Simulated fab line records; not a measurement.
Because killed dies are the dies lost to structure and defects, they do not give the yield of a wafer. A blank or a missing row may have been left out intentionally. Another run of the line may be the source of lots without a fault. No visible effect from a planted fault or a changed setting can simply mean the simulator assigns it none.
What tool caused it?	flow nandHarc	Sampling: 11 lots, 33 wafers, 5 of 1302 route steps

## WHAT THE GAUGES READ, wafer by wafer
NHARC_END_SORT_01.
lot	measured	on	killedAtArray
L661	day 24 22:47	prober-02	81 87 77

## WHAT TOOL EACH LOT RAN ON (gives the tool, then ch and the chambers of the sampled wafers, and finally the start)
lot	NHARC_A_CHANNEL_HOLE_D1_ETCH_26	NHARC_A_CHANNEL_HOLE_D1_ETCH_44	NHARC_A_CHANNEL_FILL_D1_ALD_15	NHARC_A_CHANNEL_FILL_D1_STRIP_28
L660	harEtch-01 ch 0,1, day 9 04:15	rieDiel-10 ch 1,2,3, day 9 05:13	aldSinBatch-02 ch 0, day 9 18:01	rieDiel-09 ch 1,2, day 10 08:23
L661	harEtch-02 ch 0,1, day 9 08:23	rieDiel-10 ch 0,3, day 9 09:13	aldSinBatch-02 ch 0, day 9 18:01	rieDiel-12 ch 0,1, day 10 08:23
L662	harEtch-01 ch 0,1, day 10 06:51	rieDiel-10 ch 1,2, day 10 07:47	aldSinBatch-01 ch 0, day 10 19:11	rieDiel-08 ch 1,2, day 11 14:03
L663	harEtch-02 ch 0,1, day 10 07:41	rieDiel-03 ch 1,2,3, day 10 08:34	aldSinBatch-01 ch 0, day 10 19:11	rieDiel-12 ch 0,2, day 11 14:04
L669	harEtch-02 ch 0,1, day 12 14:34	rieDiel-03 ch 2,3, day 12 15:26	aldSinBatch-01 ch 0, day 13 03:34	rieDiel-08 ch 1,2, day 13 17:33
L668	harEtch-01 ch 0,1, day 12 16:04	rieDiel-03 ch 1,2,3, day 12 17:02	aldSinBatch-01 ch 0, day 13 03:34	rieDiel-09 ch 0,1,3, day 13 17:33
L677	harEtch-02 ch 0,1, day 16 09:33	rieDiel-03 ch 1,3, day 16 10:26	aldSinBatch-02 ch 0, day 16 21:40	rieDiel-12 ch 0,1, day 17 12:56
L678	harEtch-01 ch 0,1, day 16 09:57	rieDiel-07 ch 1,2, day 16 11:01	aldSinBatch-02 ch 0, day 16 21:40	rieDiel-08 ch 0,2,3, day 17 12:57
L679	harEtch-02 ch 0,1, day 16 17:52	rieDiel-03 ch 0,2,3, day 16 18:47	aldSinBatch-03 ch 0, day 17 06:03	rieDiel-12 ch 1,2,3, day 17 20:11
L680	harEtch-02 ch 0,1, day 17 14:59	rieDiel-03 ch 1,2,3, day 17 15:55	aldSinBatch-03 ch 0, day 18 03:14	rieDiel-12 ch 0,1,3, day 18 17:21
L681	harEtch-02 ch 0,1, day 17 19:12	rieDiel-03 ch 0,2, day 17 20:07	aldSinBatch-01 ch 0, day 18 07:25	rieDiel-09 ch 1,2,3, day 18 23:12
- NHARC_A_CHANNEL_HOLE_D1_ETCH_26: etches the open film in C4F8/O2/Ar, time 224.1 s, target depth 300 nm.
- NHARC_A_CHANNEL_HOLE_D1_ETCH_44: etches the open film in CF4/O2, target depth 140 nm, overetch 14 nm, time 77 s.
- NHARC_A_CHANNEL_FILL_D1_ALD_15: deposits SiNx, target thk 2 nm, pulse time 60 s, ald cycles 19.
- NHARC_A_CHANNEL_FILL_D1_STRIP_28: strips in O2, time 20 s.

## THE ANSWER, worked out from the rows above alone
Rule: what is usual is taken from the lots themselves. Put in order of their means at a reading, lots are off if they are a third of the lots or fewer, leave a main group of 4 or more, and stand apart from it by a gap of 3 or more times the standard deviation of the main group's means; of several such gaps the widest counts. If all means in a main group match to the digits the tables above print for the reading, that group is not used. A lot without any number at a reading at which 4 lots or more have one is off too. Any other lot the step has rows for is counted as sound.
None of the lots is off at any reading shown; this tells nothing.

## WHAT HAD BEEN PUT IN BY THE SIMULATOR
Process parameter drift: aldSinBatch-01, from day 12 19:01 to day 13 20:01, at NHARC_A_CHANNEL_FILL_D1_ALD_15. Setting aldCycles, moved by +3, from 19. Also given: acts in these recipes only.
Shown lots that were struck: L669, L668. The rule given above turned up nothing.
